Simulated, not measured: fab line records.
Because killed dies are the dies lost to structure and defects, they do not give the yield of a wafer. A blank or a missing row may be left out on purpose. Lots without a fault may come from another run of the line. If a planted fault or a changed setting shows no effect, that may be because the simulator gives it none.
fab line records	flow n5-finfet
record lots=4	wafers=10	last-day=18
route steps=1938 shown BEOL_M4@1059 PASSIVATION@1936
lots that met no fault: from a run of the same line without faults
start-h: the number of hours between the record's first day and the start of the first shown wafer of the lot	wait-h: hours since the lot's step before	" repeats the value in the row above	L1.1+2: several wafers, shown together as one row	- either no value or no given start	* or withheld: withheld	< > ~ a bound
route shown NAME@n: a module of which the file shows steps, and the number in the route of the first	usual: mean/standard deviation of fault-free wafers	same: alike in all rows	chamber/n: place in a boat	sites: the reading at each site	_std_site: standard deviation of those values	_edge_site: mean of outer sites minus mean of inner sites	radius-mm: how far each site lies from the wafer's centre	mask NAME#n: copy n	behind: the tool/chamber that last shaped the wafer	hold: why the lot went on hold/how many hours it stayed there/how the hold came to an end	device: the transistor (n, p or np) that didn't switch	end of line: the route-end tests of the same wafers	a step with no rows: only its recipe	killed: not the wafer's yield, but the dies lost to structure and defects at the first sort	map: shows each die of a wafer: x if killed, . if not, _ if none is there
set.NAME: the setting that was run; set.NAME@STEP: the one run at that earlier step	model.NAME: the simulator's own value behind a step, which no gauge read
certain route steps with their lots: each step a table, each wafer a row
services: from which hour (start-h, from the record's first day; less than 0 if before it) a tool's chamber was out of use, for how many hours, and why
## steps
# step N5_BEOL_M4_DESCUM_33
# recipe chemistry=O2	time-s=7	source-power-w=50	bias-power-w=20	pressure-mtorr=20	rf-frequency-hz=2.712e+07	temp-c=40	resist=CAR-EUV	o2-flow-sccm=225
# step N5_BEOL_M4_ETCH_77
# recipe chemistry=N2/H2	target=underlayer	target-depth-a=65	mask-material=CAR-EUV	time-s=5.2	ion-energy-ev=200	pressure-mtorr=30	source-w=840	bias-w=150	n2-flow-sccm=200	h2-flow-sccm=200	ends=cleared
# step N5_BEOL_M4_ETCH_69
# recipe chemistry=CF4	target=SiARC	target-depth-a=156	mask-material=CAR-EUV	time-s=26	ion-energy-ev=80	pressure-mtorr=40	source-w=545	bias-w=36	Ar_flow_sccm=100	cf4-flow-sccm=100	ends=cleared
# step N5_BEOL_M4_ALD_98
# recipe material=SiO2	target-thk-a=25	temp-c=100	ald-precursor-family=BDEAS	ald-co-reactant=O2-plasma	pulse-time-s=1	co-reactant-pulse-time-s=1	purge-time-s=2	co-reactant-purge-time-s=2	ald-cycles=17	pressure-torr=2
# step N5_BEOL_M4_ETCHBACK_99
# recipe chemistry=CHF3	target=SiO2	target-depth-a=50	time-s=10.4	source-w=215	bias-w=47	Ar_flow_sccm=200	CHF3_flow_sccm=12	ion-energy-ev=100	pressure-mtorr=30
# step N5_BEOL_M4_ETCH_70
# recipe chemistry=N2/H2	target=SOC	target-depth-a=800	overetch-a=240	mask-material=SiARC	temp-c=40	time-s=130	ion-energy-ev=200	pressure-mtorr=30	source-w=840	bias-w=150	n2-flow-sccm=200	h2-flow-sccm=200
# step N5_BEOL_M4_STRIP_71
# recipe chemistry=N2/H2	temp-c=40	n2-flow-sccm=200	h2-flow-sccm=200	rf-frequency-hz=6e+07
# step N5_BEOL_M4_STRIP_78
# recipe chemistry=N2/H2	temp-c=40	n2-flow-sccm=200	h2-flow-sccm=200	rf-frequency-hz=6e+07
# step N5_BEOL_M4_VIA_ETCH_34
# recipe chemistry=C4F6/O2	target-depth-a=694	mask-material=SOC	pressure-mtorr=15	ion-energy-ev=250	taper-deg=4	time-s=65.9	source-w=350	bias-w=170	Ar_flow_sccm=300	C4F6_flow_sccm=10	O2_flow_sccm=10
# step N5_BEOL_M4_STRIP_83
# recipe chemistry=C4F6/O2	resist=SiARC	rf-frequency-hz=6e+07
# step N5_BEOL_M4_STRIP_36
# recipe chemistry=N2/H2	power-w=450	temp-c=40	pressure-mtorr=20	rf-frequency-hz=6e+07	overash-fraction=0.3	bias-power-w=7	h2-frac=0.5	n2-flow-sccm=200	h2-flow-sccm=200
# step N5_BEOL_M4_TRENCH_ETCH_37
# recipe chemistry=C4F6/O2	target-depth-a=555.55	target=SiOC	time-s=29.2	ion-energy-ev=250	pressure-mtorr=30	source-w=355	bias-w=185	Ar_flow_sccm=300	C4F6_flow_sccm=10	O2_flow_sccm=10
# usual drypump-motor-current-A=5.6/0.49	oes-product-au=0.78/0.061	rf-fwd-power-W=350.8/2.1	rf-vpp-V=665/15	run-length-s=52.4/0.46	showerhead-plenum-p-Torr=2.89/0.095	throttle-valve-pct=20.99/0.18
lot.wafer	tool	chamber	start-h	wait-h	drypump-motor-current-A	oes-product-au	rf-fwd-power-W	rf-hours-counter-h	rf-vpp-V	run-length-s	showerhead-plenum-p-Torr	throttle-valve-pct	model.BEOL_M4.feature-depth-nm	model.etch.depth-nm	model.TiN_of_BEOL_M4_HM_DEP_02.thk-nm
L751.1	rie-diel-03	1	189.45	-	5.2	0.79	351.2	118	666	51.9	2.86	20.87	54.8	54.85	17.8
L751.3	"	0	"	"	5.7	0.76	352.7	147	664	52.6	2.95	20.83	55.6	55.55	18
L751.5	"	1	"	"	5.2	0.79	349.7	-	667	51.9	2.86	20.87	54.6	54.56	17.8
L763.4	rie-diel-03	2	277.55	-	5.3	0.73	351.3	157	686	56.7	2.86	21.36	62.6	62.65	17
L763.6	"	0	"	"	5.7	0.73	351.4	-	665	53.1	2.93	20.88	55.8	55.81	17.6
L769.3	rie-diel-03	3	301.76	-	6.3	0.93	350.3	26	649	56.2	3.05	21.02	65	64.99	16.8
L769.6	"	1	"	"	5.2	0.76	350.2	-	665	52.2	2.84	20.92	55.2	55.24	17.6
L772.1	rie-diel-05	2	316.71	-	5.6	0.82	350.7	101	678	51.3	3.00	21.02	58	57.94	17.6
L772.5	"	2	"	"	5.6	0.82	350.5	-	678	51.7	3.00	21.02	57.4	57.38	17.4
L772.6	"	1	"	"	5.7	0.80	353.9	-	638	52.2	2.74	20.85	56	56.04	17.6
# step N5_BEOL_M4_ETCH_41
# recipe chemistry=CH3F/O2	target=SiCN	target-depth-a=299	taper-deg=2	time-s=52.5	ion-energy-ev=120	mask-material=TiN	pressure-mtorr=30	source-w=395	bias-w=75	Ar_flow_sccm=150	CH3F_flow_sccm=30	O2_flow_sccm=20
# step N5_BEOL_M4_STRIP_97
# recipe chemistry=N2/H2	time-s=10	power-w=450	temp-c=40	pressure-mtorr=20	rf-frequency-hz=6e+07	bias-power-w=7	n2-flow-sccm=200	h2-flow-sccm=200
# step N5_BEOL_M4_OCD_MEAS_38
# usual trench-depth-nm=55.5/1.3
lot.wafer	tool	chamber	start-h	wait-h	trench-depth-nm
L751.1	ocd-02	-	189.60	-	55.0
L751.3	"	-	"	"	55.4
L751.5	"	-	"	"	55.1
L763.4	ocd-01	-	277.71	-	62.9
L763.6	"	-	"	"	56.0
L769.3	ocd-01	-	301.92	-	65.2
L769.6	"	-	"	"	55.2
L772.1	ocd-02	-	316.86	-	58.1
L772.5	"	-	"	"	57.4
L772.6	"	-	"	"	55.8
# step N5_BEOL_M4_HM_STRIP_39
# recipe chemistry=peroxide-tin-strip	material=TiN	target-depth-a=250	temp-c=50	time-s=158
# step N5_BEOL_M4_SRD_40
# recipe time-s=30	temp-c=23	rinse-liquid=diw	dry=ipa-marangoni
# step N5_BEOL_M4_PRECLEAN_42
# recipe chemistry=residue-remover	time-s=60	temp-c=40
# step N5_BEOL_M4_SRD_43
# recipe time-s=30	temp-c=23	rinse-liquid=diw	dry=ipa-marangoni
# step N5_BEOL_M4_DEGAS_44
# recipe ambient=vacuum	temp-c=250	time-s=60
# step N5_BEOL_M4_PRE_CLEAN_45
# recipe gas=H2/He	time-s=30	temp-c=250
# step N5_BEOL_M4_ALD_84
# recipe material=TaN	target-thk-a=*	temp-c=275	ald-precursor-family=PDMAT	ald-co-reactant=NH3	pressure-torr=3	carrier-flow-sccm=1500	pulse-time-s=2	purge-time-s=3	co-reactant-purge-time-s=2	co-reactant-pulse-time-s=3	ald-cycles=30	precursor-vessel-temp-c=75	precursor-vessel-pressure-torr=26.25	precursor-vessel-carrier-sccm=1000
# step N5_BEOL_M4_SURFACE_TREAT_85
# recipe gas=Ar	time-s=*	ion-energy-ev=*	ion-current-ma-cm2=0.5	pressure-mtorr=*	ar-flow-sccm=30
# step N5_BEOL_M4_CVD_47
# recipe material=Co	target-thk-a=30	temp-c=withheld	precursor=CCTBA/H2	pressure-torr=30	time-s=223.8
# step N5_BEOL_M4_SPUTTER_48
# recipe material=Cu	target-thk-a=45	temp-c=-20	chamber-pressure-pa=0.07	power-w=withheld	time-s=8.29
# step N5_BEOL_M4_ANNEAL_49
# recipe temp-c=400	time-s=240	ambient=vacuum
# step N5_BEOL_M4_SPUTTER_79
# recipe material=Cu	target-thk-a=45	temp-c=-20	chamber-pressure-pa=0.07	power-w=withheld	time-s=8.29
# step N5_BEOL_M4_ANNEAL_80
# recipe temp-c=400	time-s=240	ambient=vacuum
# step N5_BEOL_M4_SPUTTER_81
# recipe material=Cu	target-thk-a=45	temp-c=-20	chamber-pressure-pa=0.07	power-w=withheld	time-s=8.29
# step N5_BEOL_M4_ANNEAL_82
# recipe temp-c=400	time-s=240	ambient=vacuum
# step N5_BEOL_M4_SPUTTER_86
# recipe material=Cu	target-thk-a=45	temp-c=-20	chamber-pressure-pa=0.07	power-w=withheld	time-s=8.29
# step N5_BEOL_M4_ANNEAL_87
# recipe temp-c=400	time-s=240	ambient=vacuum
# step N5_BEOL_M4_SPUTTER_88
# recipe material=Cu	target-thk-a=45	temp-c=-20	chamber-pressure-pa=0.07	power-w=withheld	time-s=8.29
# step N5_BEOL_M4_ANNEAL_89
# recipe temp-c=400	time-s=240	ambient=vacuum
# step N5_BEOL_M4_SPUTTER_90
# recipe material=Cu	target-thk-a=45	temp-c=-20	chamber-pressure-pa=0.07	power-w=withheld	time-s=8.29
# step N5_BEOL_M4_ANNEAL_91
# recipe temp-c=400	time-s=240	ambient=vacuum
# step N5_BEOL_M4_SPUTTER_92
# recipe material=Cu	target-thk-a=45	temp-c=-20	chamber-pressure-pa=0.07	power-w=withheld	time-s=8.29
# step N5_BEOL_M4_ANNEAL_93
# recipe temp-c=400	time-s=240	ambient=vacuum
# step N5_BEOL_M4_SPUTTER_94
# recipe material=Cu	target-thk-a=45	temp-c=-20	chamber-pressure-pa=0.07	power-w=withheld	time-s=8.29
# step N5_BEOL_M4_ANNEAL_95
# recipe temp-c=400	time-s=240	ambient=vacuum
# step N5_BEOL_M4_CMP_52
# recipe stop-on=SiOC	t-overpolish-s=6.8	down-force-psi=1	platen-rpm=50	clearing-platen-down-force-psi=1.5	clearing-platen-rpm=50	post-cmp-clean=cu-alkaline	target-thk-nm=40	clearing-platen-pad-velocity-m-s=0.99484	pad-velocity-m-s=0.99484
# usual barrier-field-endpoint-s=24.5/0.66	motor-current-A=6.0/0.4	overpolish-run-s=6.801/0.0091	time-to-endpoint-s=62/3.4
lot.wafer	tool	chamber	start-h	wait-h	barrier-field-endpoint-s	motor-current-A	overpolish-run-s	time-to-endpoint-s	model.Cu_of_BEOL_M4_ECD_50.thk-nm
L751.3	cmp-04	0	192.91	0.2	24.5	6.9	6.803	60	38.8
L751.1	"	2	"	"	24.3	6.5	6.789	60	38.2
L751.5	"	1	"	"	25.0	6.2	6.812	66	40.2
L763.4	cmp-01	3	282.99	0.1	24.5	6.9	6.799	65	47.4
L763.6	"	0	"	"	24.8	6.2	6.793	63	39.4
L769.3	cmp-04	2	306.46	0.2	24.7	6.8	6.789	62	47.2
L769.6	"	3	"	"	24.8	5.8	6.805	61	39.2
L772.1	cmp-03	1	322.13	0.3	25.3	6.4	6.814	71	43.4
L772.6	"	0	"	"	25.1	5.8	6.797	67	41.4
L772.5	"	1	"	"	24.9	5.9	6.803	68	44
# step N5_BEOL_M4_THK_MEAS_53
# recipe thk-meas-gauge=xrf	reads=Cu_of_BEOL_M4_ECD_50
# usual M4_THK=39.7/1.8
lot.wafer	tool	chamber	start-h	wait-h	M4_THK[nm]
L751.1	film-metro-01	-	193.20	-	38.1
L751.3	"	-	"	"	38.8
L751.5	"	-	"	"	40.2
L763.4	film-metro-02	-	283.28	-	47.3
L763.6	"	-	"	"	39.3
L769.3	film-metro-01	-	306.76	-	46.6
L769.6	"	-	"	"	38.6
L772.1	film-metro-02	-	322.39	-	43.9
L772.5	"	-	"	"	44.9
L772.6	"	-	"	"	42.1
# step N5_BEOL_M4_RS_MEAS_58
# recipe thk-meas-gauge=four-point-probe	reads=Co_of_BEOL_M4_CO_CAP_55+Cu_of_BEOL_M4_ECD_50+Co_of_BEOL_M4_CVD_47+TaN_of_BEOL_M4_ALD_84
# usual M4_RS=0.68/0.038
lot.wafer	tool	chamber	start-h	wait-h	M4_RS[ohm/sq]
L751.1	film-metro-02	-	193.48	0.0	0.71
L751.3	"	-	"	"	0.69
L751.5	"	-	"	"	0.66
L763.4	film-metro-01	-	283.57	0.1	0.54
L763.6	"	-	"	"	0.68
L769.3	film-metro-02	-	307.05	0.1	0.54
L769.6	"	-	"	"	0.69
L772.1	film-metro-01	-	322.65	0.0	0.60
L772.5	"	-	"	"	0.59
L772.6	"	-	"	"	0.64
# step N5_BEOL_M4_RC_MEAS_101
# usual DIBL_N=37.1/1.8	DIBL_P=37.2/2.1	IOFF_N=0.17/0.033	IOFF_P=0.22/0.037	ION_N=680/11	ION_P=464/7.7	SERP_M4=198/14	SS_N=71.7/0.63	SS_P=73.6/0.67	VT_N=248.9/2.9	VT_P=-251/3.6
lot.wafer	tool	chamber	start-h	wait-h	DIBL_N[mV/V]	DIBL_P[mV/V]	IOFF_N[nA/um]	IOFF_P[nA/um]	ION_N[uA/um]	ION_P[uA/um]	SERP_M4[ohm/um]	SS_N[mV/dec]	SS_P[mV/dec]	VT_N[mV]	VT_P[mV]
L751.1	prober-02	0	193.53	0.0	35.8	37.5	0.18	0.26	710	487	202	71.3	73.6	244.3	-245
L751.3	"	0	"	"	33.9	34.4	0.13	0.21	663	463	204	71.1	73.0	250.9	-248
L751.5	"	0	"	"	34.7	35.0	0.15	0.21	691	473	193	71.5	72.8	249.8	-249
L763.4	prober-02	0	284.09	0.5	32.7	31.5	0.09	0.14	676	462	158	69.8	71.9	257.7	-256
L763.6	"	0	"	"	35.5	35.3	0.12	0.19	671	467	204	70.7	73.8	252.9	-252
L769.3	prober-02	0	307.41	0.3	36.5	35.0	0.16	0.19	674	455	160	72.0	74.1	248.1	-251
L769.6	"	0	"	"	36.0	35.4	0.16	0.20	703	482	200	71.0	73.1	246.4	-251
L772.1	prober-02	0	322.70	0.0	37.2	35.6	0.14	0.18	654	453	187	72.0	73.4	252.4	-253
L772.5	"	0	"	"	37.6	37.6	0.15	0.21	672	462	182	71.8	73.4	248.3	-249
L772.6	"	0	"	"	39.4	38.4	0.18	0.22	689	462	193	72.2	73.1	248.2	-249
# sites SERP_M4 radius-mm=0,75,75,75,75,140,140,140,140
L751.1 218 206 222 212 197 182 180 202 171
L763.4 158 161 168 166 159 147 149 146 146
L769.3 142 148 149 160 147 177 173 183 173
L772.1 209 201 192 187 197 163 168 158 172
# step N5_PASSIVATION_PROBE_49
# usual defect-limited-yield=91.7/1.5	killed_at_M0_to_M3=32/10	killed_at_M4_up=14/5.3	killed-at-contacts=13/5.7	killed-at-front-end=37/10	killed-at-other=3.3/2.5	killed-dies=98/18	killed-open=65/13	killed-short=31/7.5	sort_bin_5_function=4.9/0.91	sort_bin_6_memory=3.1/0.71	sort-n-pass=1082/18	sort-yield-pct=91.7/1.5
# same gross-dies=1180	killed-at-back-side=0	sort_bin_4_leakage[%]=0	sort_bin_8_speed[%]=0
lot.wafer	tool	chamber	start-h	wait-h	defect-limited-yield[%]	killed_at_M0_to_M3	killed_at_M4_up	killed-at-contacts	killed-at-front-end	killed-at-other	killed-dies	killed-open	killed-short	sort_bin_5_function[%]	sort_bin_6_memory[%]	sort-n-pass	sort-yield-pct[%]
L763.4	prober-02	-	377.42	0.2	90.8	35	8	7	58	1	109	78	31	5.1	3.7	1071	90.8
# killed by level:class
L763.4 FIN_SAQP:geometric-particle:open=18 STI_FIN_REVEAL:geometric-particle:open=12 FIN_SAQP:geometric-particle:short=9 BEOL_M0_SAQP:geometric-particle:open=9 MOL_CONTACT_COAG:geometric-particle:open=7 BEOL_M3:geometric-particle:open=6 STI_FIN_REVEAL:geometric-particle:short=6 BEOL_M2:geometric-particle:open=6
## services
tool	chamber	start-h	hours	kind
cmp-01	-	172.77	16.3	pm
cmp-04	-	212.74	4.0	pm
cmp-04	-	216.74	-	consumable-replace:conditioner
cmp-04	-	216.74	-	consumable-replace:pad
rie-diel-03	3	216.77	-	clean
rie-diel-03	3	216.77	-	consumable-replace:focus-ring
rie-diel-03	3	216.77	-	consumable-replace:showerhead
rie-diel-03	3	216.77	18.6	scheduled-down
rie-diel-03	3	216.77	18.6	vent-cycle
cmp-01	-	223.51	9.1	repair
cmp-01	-	256.89	4.0	pm
cmp-01	-	260.89	-	consumable-replace:conditioner
cmp-01	-	260.89	-	consumable-replace:pad
cmp-01	-	264.15	4.2	pm
rie-diel-05	1	270.84	14.1	repair
cmp-04	-	276.61	1.3	repair
cmp-03	-	305.07	4.0	pm
cmp-03	-	309.07	-	consumable-replace:conditioner
cmp-03	-	309.07	-	consumable-replace:pad
## key
first-sign step=N5_BEOL_M4_TRENCH_ETCH_37	reading=run-length-s	direction=up	sigmas=8.8	usual=*	struck=*
effect step=N5_BEOL_M4_OCD_MEAS_38	reading=trench-depth-nm	direction=up	sigmas=6.5	usual=55.5	struck=64.0
effect step=N5_BEOL_M4_THK_MEAS_53	reading=M4_THK	direction=up	sigmas=4	usual=39.7	struck=47.0
effect step=N5_BEOL_M4_RS_MEAS_58	reading=M4_RS	direction=down	sigmas=3.7	usual=0.68	struck=0.54
effect step=N5_BEOL_M4_RC_MEAS_101	reading=SERP_M4	direction=down	sigmas=2.8	usual=198	struck=159
model-effect step=N5_BEOL_M4_TRENCH_ETCH_37	value=BEOL_M4.feature-depth-nm	without=56	struck=63.8
model-effect step=N5_BEOL_M4_CMP_52	value=Cu_of_BEOL_M4_ECD_50.thk-nm	without=39.6	struck=47.3
met-at N5_BEOL_M4_TRENCH_ETCH_37
struck-wafers L763.4,L769.3
onset-between 189.45 277.55
fault kind=process-parameter-drift	tool=rie-diel-03	chamber=-	onset-h=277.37	steps=N5_BEOL_M4_TRENCH_ETCH_37	channel=time-s	offset=*	shape=step	end-h=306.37	scope=struck-wafers-only	acts-in=*	stated=*
